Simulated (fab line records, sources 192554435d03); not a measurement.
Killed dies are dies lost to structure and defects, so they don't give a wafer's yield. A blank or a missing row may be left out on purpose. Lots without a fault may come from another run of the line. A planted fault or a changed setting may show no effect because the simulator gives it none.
A struck lot beside a sound one | flow n5_finfet | 36 steps out of a route of 1938
Sound: wafers L578.2, L578.3, L578.5. Struck: wafers L587.2, L587.3, L587.6. The cause comes at the end.
At each step with rows: each side's tool, then ch and its chambers, then its first start. Under that, the readings that differ: sound wafers | struck wafers | difference of the means | sigmas: that difference in standard deviations of wafers without a fault.
alike: readings whose means differ by less than 2 such deviations, and words and numbers that are the same on both sides. not compared: withheld readings, readings that some wafer has no value for, bounds like >300 that may hide the same value, and numbers for which the record gives no deviation and whose values overlap.
The two part at a step that has a row with sigmas, a row that says differs or no value, or rows on one side only. Numbers that don't overlap but have no deviation are shown without sigmas and don't part them. A reading that every wafer of one side lacks parts them only if that side has two wafers or more.

first, 9 steps without rows for these wafers: N5_BEOL_M10_ALD_74 (deposits TaN, target thk 2 nm, pulse time 2 s, purge time 3 s); N5_BEOL_M10_SURFACE_TREAT_76; N5_BEOL_M10_CVD_75 (deposits Co from CCTBA/H2, target thk 2 nm, time 138.9 s); N5_BEOL_M10_SPUTTER_48 (material Cu, target thk 12 nm, time 2 s); N5_BEOL_M10_ECD_50 (material Cu, target thk 318 nm); N5_BEOL_M10_ANNEAL_51 (time 90 s); N5_BEOL_M10_CMP_52 (polishes, stops on SiCOH lowk, t overpolish 7 s, target thk 140 nm); N5_BEOL_M10_PRE_CLEAN_55 (time 15 s); N5_BEOL_M10_DEP_56 (deposits SiCN from 3MS/NH3, target thk 15 nm, time 26.5 s).
N5_BEOL_M11_ILD_DEP_00: deposits SiCOH lowk from DEMS/porogen, target thk 308.51 nm, time 58 s.
  sound on pecvd-01 ch 0,1, day 11 22:27; struck on pecvd-01 ch 0,2, day 14 10:17
  reading                                             | sound                | struck               | difference | sigmas
  susceptor_temp_C (C)                                | 300.19 300.06 300.23 | 296.32 296.19 296.25 | -3.91      | -22
  throttle_valve_pct (%)                              | 15.5 15.1 15.5       | 15.2 12.4 12.5       | -2.0       | -2
  model.SiCOH_lowk_of_BEOL_M11_ILD_DEP_00.thk_nm (nm) | 303.2 309.2 312.2    | 317.2 318.2 318.4    | +9.7       |
  alike: heater_power_w, rf_fwd_power_W, showerhead_plenum_p_Torr, showerhead_vpp_V
then, 24 steps without rows for these wafers: N5_BEOL_M11_CURE_71 (cures SiCOH lowk, time 240 s); N5_BEOL_M11_PECVD_70 (deposits SiO2 from TEOS/O2, target thk 20 nm, time 22.7 s); N5_BEOL_M11_HM_DEP_02 (deposits TiN, target thk 20 nm); N5_BEOL_M11_COAT_59 (time 60 s, resist thk 100 nm); N5_BEOL_M11_COAT_60 (time 60 s, resist thk 30 nm); N5_BEOL_M11_COAT_05 (resist thk 90 nm); N5_BEOL_M11_EBR_07; N5_BEOL_M11_SOFTBAKE_06 (time 60 s); N5_BEOL_M11_EXPOSE_08 (exposes mask M11); N5_BEOL_M11_PEB_09 (peb time 60 s); N5_BEOL_M11_DEVELOP_10 (develop time 30 s); N5_BEOL_M11_DESCUM_16 (chemistry O2, time 7.9 s); N5_BEOL_M11_ETCH_61 (etches SiARC in CF4, target depth 39 nm, time 65 s); N5_BEOL_M11_ETCH_62 (etches SOC in N2/H2, target depth 110 nm, overetch 22 nm, time 165 s); N5_BEOL_M11_STRIP_68 (strips in N2/H2); N5_BEOL_M11_STRIP_67 (strips in CF4); N5_BEOL_M11_HM_OPEN_17 (chemistry Cl2/BCl3, target TiN, target depth 20 nm, overetch 6 nm); N5_BEOL_M11_STRIP_19 (strips in O2); N5_BEOL_M11_COAT_63 (time 60 s, resist thk 100 nm); N5_BEOL_M11_COAT_64 (time 60 s, resist thk 30 nm); N5_BEOL_M11_COAT_22 (resist thk 90 nm); N5_BEOL_M11_EBR_24; N5_BEOL_M11_SOFTBAKE_23 (time 60 s); N5_BEOL_M11_EXPOSE_25 (exposes mask V10).
N5_BEOL_M11_CMP_52: polishes, stops on SiCOH lowk, t overpolish 7 s, target thk 140 nm.
  sound on cmp-04 ch 0,3, day 12 06:00; struck on cmp-03 ch 0,1,3, day 14 21:32
  reading                                             | sound             | struck            | difference | sigmas
  model.SiCOH_lowk_of_BEOL_M11_ILD_DEP_00.thk_nm (nm) | 260.4 265.6 268.4 | 272.6 273.6 273.8 | +8.5       |
  alike: barrier_field_endpoint_s, motor_current_A, overpolish_run_s, time_to_endpoint_s
N5_PASSIVATION_PROBE_49:
  the record has rows for the sound wafers here (prober-01, day 14 03:08) and none for the struck ones

WHERE THEY PART
First at N5_BEOL_M11_ILD_DEP_00; last, within this record, at N5_PASSIVATION_PROBE_49.

WHY: what the simulator had put in
Process parameter drift: pecvd-01, from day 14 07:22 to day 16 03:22, at N5_BEOL_M11_ILD_DEP_00. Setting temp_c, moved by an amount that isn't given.
